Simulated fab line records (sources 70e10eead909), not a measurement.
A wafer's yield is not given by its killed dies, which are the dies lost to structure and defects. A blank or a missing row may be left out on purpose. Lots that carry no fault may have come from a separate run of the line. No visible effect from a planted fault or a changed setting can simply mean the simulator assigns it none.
Matching of chambers | flow nandHarc | 3 sister chambers for NHARC_P_M2_DEP_33 on pecvd-01
The step deposits SiCN, target thk 30 nm. 6 wafers are shown with their chamber, then 12 later ones without.

## WAFERS WITH THEIR CHAMBER
wafer  | chamber | heaterPowerW (W)
L081.4 | 0       | 684
L082.5 | 0       | 693
L084.6 | 2       | 655
L089.2 | 2       | 611
L089.3 | 1       | 568
L089.4 | 1       | 563

## WAFERS MISSING THEIR CHAMBER
wafer  | heaterPowerW (W)
L090.1 | 634
L090.2 | 711
L090.6 | 554
L093.3 | 739
L093.4 | 736
L093.5 | 548
L096.1 | 736
L096.2 | 649
L096.5 | 742
L097.2 | 739
L097.4 | 533
L097.6 | 723

## CHAMBER TAKEN BY EACH
wafer  | from the rows above     | in truth
L090.1 | 2                       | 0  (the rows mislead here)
L090.2 | 0                       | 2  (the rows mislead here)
L090.6 | 1                       | 1
L093.3 | 0                       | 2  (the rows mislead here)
L093.4 | 0                       | 0
L093.5 | 1                       | 1
L096.1 | 0                       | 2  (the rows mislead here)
L096.2 | can't be placed: 2 or 0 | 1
L096.5 | 0                       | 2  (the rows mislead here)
L097.2 | 0                       | 0
L097.4 | 1                       | 1
L097.6 | 0                       | 0
Correctly placed: 6 of 12. Can't be placed from these rows: 1 (the true chamber is among the candidates in 0). 5 placed wrongly.
How it was worked out, from the rows above alone: a wafer's distance from a chamber is the root of the sum, over the readings, of the square of ((its reading less the chamber's mean) divided by the reading's scatter). If the next closest chamber is less than 2 further off than the closest, the wafer can't be placed; otherwise it belongs to the closest. A chamber's mean is the mean of its shown wafers. How the scatter is found: for the shown wafers, subtract from each reading the mean of its chamber, square and add these, divide the total by (wafers less chambers), then take the root.
